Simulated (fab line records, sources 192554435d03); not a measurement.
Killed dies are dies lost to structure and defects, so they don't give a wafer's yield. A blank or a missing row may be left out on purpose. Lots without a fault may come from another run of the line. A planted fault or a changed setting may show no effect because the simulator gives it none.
A struck lot beside a sound one | flow n5_finfet | 25 steps out of a route of 1938
Sound: wafers L719.1, L719.2, L719.3. Struck: wafers L713.2, L713.3, L713.4. The cause comes at the end.
At each step with rows: each side's tool, then ch and its chambers, then its first start. Under that, the readings that differ: sound wafers | struck wafers | difference of the means | sigmas: that difference in standard deviations of wafers without a fault.
alike: readings whose means differ by less than 2 such deviations, and words and numbers that are the same on both sides. not compared: withheld readings, readings that some wafer has no value for, bounds like >300 that may hide the same value, and numbers for which the record gives no deviation and whose values overlap.
The two part at a step that has a row with sigmas, a row that says differs or no value, or rows on one side only. Numbers that don't overlap but have no deviation are shown without sigmas and don't part them. A reading that every wafer of one side lacks parts them only if that side has two wafers or more.

first, 9 steps without rows for these wafers: N5_MOL_CONTACT_COAG_EBR_80; N5_MOL_CONTACT_COAG_SOFTBAKE_79 (time 60 s); N5_MOL_CONTACT_COAG_EXPOSE_81 (exposes mask VG, defocus 0 nm); N5_MOL_CONTACT_COAG_PEB_82 (peb time 60 s); N5_MOL_CONTACT_COAG_DEVELOP_83 (develop time 30 s); N5_MOL_CONTACT_COAG_DESCUM_88 (chemistry O2, time 7 s); N5_MOL_CONTACT_COAG_ETCH_89 (etches underlayer in N2/H2, target depth 13 nm, time 10.4 s); N5_MOL_CONTACT_COAG_ETCH_90 (etches SiARC in CF4, target depth 13 nm, time 21.7 s); N5_MOL_CONTACT_COAG_ALD_131 (deposits SiO2, target thk 5 nm, pulse time 1 s, co reactant pulse time 1 s).
N5_MOL_CONTACT_COAG_ETCHBACK_132: etches SiO2 in CHF3, target depth 10 nm, time 6.7 s.
  sound on rie_diel-02 ch 1,2,3, day 10 23:12; struck on rie_diel-01 ch 0,1,2, day 9 12:38
  no value came back on the struck wafers for any of 8 readings (CHF3_flow_sccm (sccm), bias_w (W) and others); on the sound wafers CHF3_flow_sccm (sccm) reads 50.01 49.87 49.86
  reading                                               | sound          | struck       | difference | sigmas
  model.CAR-EUV_of_MOL_CONTACT_COAG_COAT_78.thk_nm (nm) | 15.4 15.4 15.6 | 17 16.8 17.2 | +2         |
N5_MOL_CONTACT_COAG_ETCH_91: etches SOC in N2/H2, target depth 60 nm, overetch 21 nm, time 101.2 s.
  sound on rie_diel-02 ch 1,2,3, day 10 23:14; struck on rie_diel-01 ch 0,1,2, day 9 12:40
  reading               | sound          | struck         | difference | sigmas
  oes_product_au (a.u.) | 0.67 0.71 0.78 | 0.27 0.28 0.33 | -0.43      | -7
  alike: drypump_motor_current_A, n2_flow_sccm, rf_vpp_V, showerhead_plenum_p_Torr, throttle_valve_pct
  not compared: rf_hours_counter_h
then, 6 steps without rows for these wafers: N5_MOL_CONTACT_COAG_STRIP_92 (strips in N2/H2); N5_MOL_CONTACT_COAG_STRIP_93 (strips in N2/H2); N5_MOL_CONTACT_COAG_ETCHBACK_135 (etches SiO2 in CHF3, target depth 25 nm, time 16.7 s); N5_MOL_CONTACT_COAG_STRIP_118 (strips in CHF3); N5_MOL_CONTACT_COAG_VIA_ETCH_46 (etches SiO2 in C4F6/O2, target depth 46 nm, overetch 9.2 nm, time 40 s); N5_MOL_CONTACT_COAG_STRIP_96 (strips in N2/H2).
N5_MOL_CONTACT_COAG_ETCH_47: etches SiNx in CH3F/O2, stops on W, target depth 27 nm.
  sound on rie_diel-02 ch 1,2,3, day 10 23:28; struck on rie_diel-01 ch 0,1,2, day 9 12:54
  reading                    | sound             | struck         | difference | sigmas
  etch_rf_on_time_s (s)      | 30.5 29.8 30.4    | 50.8 50.8 50.8 | +20.6      | +23
  oes_product_au (a.u.)      | 0.73 0.78 0.83    | 0.27 0.28 0.32 | -0.49      | -6
  model.etch.over_etch_s (s) | 5.089 4.961 5.064 | 0 0 0          | -5         |
  alike: drypump_motor_current_A, rf_vpp_V, showerhead_plenum_p_Torr, throttle_valve_pct
  not compared: rf_hours_counter_h
then, 3 steps without rows for these wafers: N5_MOL_CONTACT_COAG_STRIP_119 (strips in N2/H2, time 30 s); N5_MOL_CONTACT_COAG_PRECLEAN_144 (cleans in alkaline clean, time 60 s); N5_MOL_CONTACT_COAG_SRD_145 (time 30 s).
N5_MOL_CONTACT_COAG_CD_MEAS_137: target cd 16 nm.
  sound on cd_sem-01, day 10 23:41; struck on cd_sem-01, day 9 13:08
  reading    | sound          | struck | difference                    | sigmas
  cd_nm (nm) | 17.1 16.0 16.4 | - - -  | no value on the struck wafers |
then, 1 step without rows for these wafers: N5_MOL_CONTACT_COAG_COAT_62 (time 60 s, resist thk 60 nm).
N5_BEOL_M4_RC_MEAS_101:
  the record has rows for the sound wafers here (prober-02 ch 0, day 13 22:00) and none for the struck ones
-- the record jumps here: 8 days lie between the struck wafers' starts before and after (it left off in module BEOL_M4 and takes up again in module PASSIVATION, whose first step shown is number 1936 of the route) --
N5_PASSIVATION_PROBE_49:
  sound on prober-02, day 18 09:01; struck on prober-02, day 17 20:53
  reading                  | sound          | struck         | difference | sigmas
  defect_limited_yield (%) | 90.3 90.4 90.3 | 0 0 0          | -90        | -60
  killed_at_contacts       | 19 8 9         | 1079 1093 1090 | +1075      | +99 or more
  killed_dies              | 114 113 114    | 1180 1180 1180 | +1066      | +59
  killed_on_rim            | 13 18 14       | 152 152 152    | +137       | +33
  sort_bin_5_function (%)  | 5.3 5.7 5.3    | 96.4 97.2 96.7 | +91.3      | +91
  sort_n_pass              | 1066 1067 1066 | 0 0 0          | -1066      | -59
  sort_yield_pct (%)       | 90.3 90.4 90.3 | 0 0 0          | -90        | -60
  alike: killed_at_M0_to_M3, killed_at_M4_up, killed_at_front_end, killed_at_other, killed_open, killed_short, sort_bin_6_memory, sort_bin_8_speed

WHERE THEY PART
First at N5_MOL_CONTACT_COAG_ETCHBACK_132; last, within this record, at N5_PASSIVATION_PROBE_49.

WHY: what the simulator had put in
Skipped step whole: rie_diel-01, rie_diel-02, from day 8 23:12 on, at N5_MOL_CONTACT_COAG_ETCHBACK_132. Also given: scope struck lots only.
